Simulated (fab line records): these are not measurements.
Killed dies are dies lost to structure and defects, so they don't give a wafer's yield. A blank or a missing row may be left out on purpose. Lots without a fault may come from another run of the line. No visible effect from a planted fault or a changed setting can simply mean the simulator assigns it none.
Matching of chambers | flow nand harc | NHARC_A_BLC_STRIP_21 on rie diel-07: 4 sister chambers
The step strips in O2. 20 wafers are shown with their chamber, then 10 later ones without.

WAFERS WITH THEIR CHAMBER
wafer  | chamber | showerhead plenum p Torr (Torr) | drypump motor current A (A) | oes product au (a.u.)
L075.1 | 3       | 3.53                            | 5.4                         | 0.971
L075.2 | 1       | 3.27                            | 5.5                         | 1.004
L075.5 | 0       | 3.31                            | 5.7                         | 0.988
L074.1 | 1       | 3.27                            | 5.6                         | 1.010
L074.4 | 3       | 3.53                            | 5.4                         | 0.977
L074.6 | 3       | 3.53                            | 5.4                         | 0.985
L077.2 | 3       | 3.53                            | 5.4                         | 0.987
L077.3 | 2       | 3.39                            | 6.3                         | 1.004
L077.6 | 0       | 3.31                            | 5.7                         | 0.988
L076.2 | 0       | 3.31                            | 5.7                         | 0.982
L076.5 | 2       | 3.39                            | 6.3                         | 1.004
L076.6 | 3       | 3.53                            | 5.4                         | 0.977
L081.2 | 1       | 3.27                            | 5.5                         | 1.011
L081.3 | 0       | 3.30                            | 5.7                         | 0.995
L081.4 | 3       | 3.53                            | 5.4                         | 0.972
L086.1 | 0       | 3.30                            | 5.7                         | 1.010
L086.2 | 2       | 3.39                            | 6.3                         | 1.008
L086.6 | 3       | 3.53                            | 5.4                         | 0.986
L080.2 | 2       | 3.39                            | 6.3                         | 0.990
L080.3 | 0       | 3.30                            | 5.7                         | 1.011

SIGNATURES (means of the wafers above)
reading                  | chamber 0 | chamber 1 | chamber 2 | chamber 3 | scatter within a chamber
showerhead plenum p Torr | 3.3050    | 3.2700    | 3.3900    | 3.5300    | 0.00306
drypump motor current A  | 5.700     | 5.533     | 6.300     | 5.400     | 0.0204
oes product au           | 0.99567   | 1.00833   | 1.00150   | 0.97929   | 0.00877
Rule: distance of a wafer from a chamber = root of the sum over the readings of ((wafer's reading minus chamber's mean) / reading's scatter) squared. If the next closest chamber is less than 2 further off than the closest, the wafer can't be placed; otherwise it belongs to the closest. How the scatter is found: for the shown wafers, subtract from each reading the mean of its chamber, square and add these, divide the total by (wafers less chambers), then take the root.

WAFERS WITHOUT THEIR CHAMBER
wafer  | showerhead plenum p Torr (Torr) | drypump motor current A (A) | oes product au (a.u.)
L080.4 | 3.27                            | 5.6                         | 1.007
L090.2 | 3.27                            | 5.6                         | 0.987
L090.5 | 3.27                            | 5.6                         | 0.994
L090.6 | 3.38                            | 6.3                         | 1.003
L094.2 | 3.27                            | 5.6                         | 0.993
L094.4 | 3.38                            | 6.3                         | 0.989
L094.5 | 3.27                            | 5.6                         | 1.001
L096.3 | 3.27                            | 5.6                         | 0.985
L096.5 | 3.30                            | 5.7                         | 0.995
L096.6 | 3.52                            | 5.4                         | 0.970

THE CHAMBER EACH PASSED THROUGH
wafer  | from the rows above | in truth
L080.4 | 1                   | 1
L090.2 | 1                   | 1
L090.5 | 1                   | 1
L090.6 | 2                   | 2
L094.2 | 1                   | 1
L094.4 | 2                   | 2
L094.5 | 1                   | 1
L096.3 | 1                   | 1
L096.5 | 0                   | 0
L096.6 | 3                   | 3
Correctly placed: 10 of 10. Number that these rows cannot place: 0. Number placed wrongly: 0.
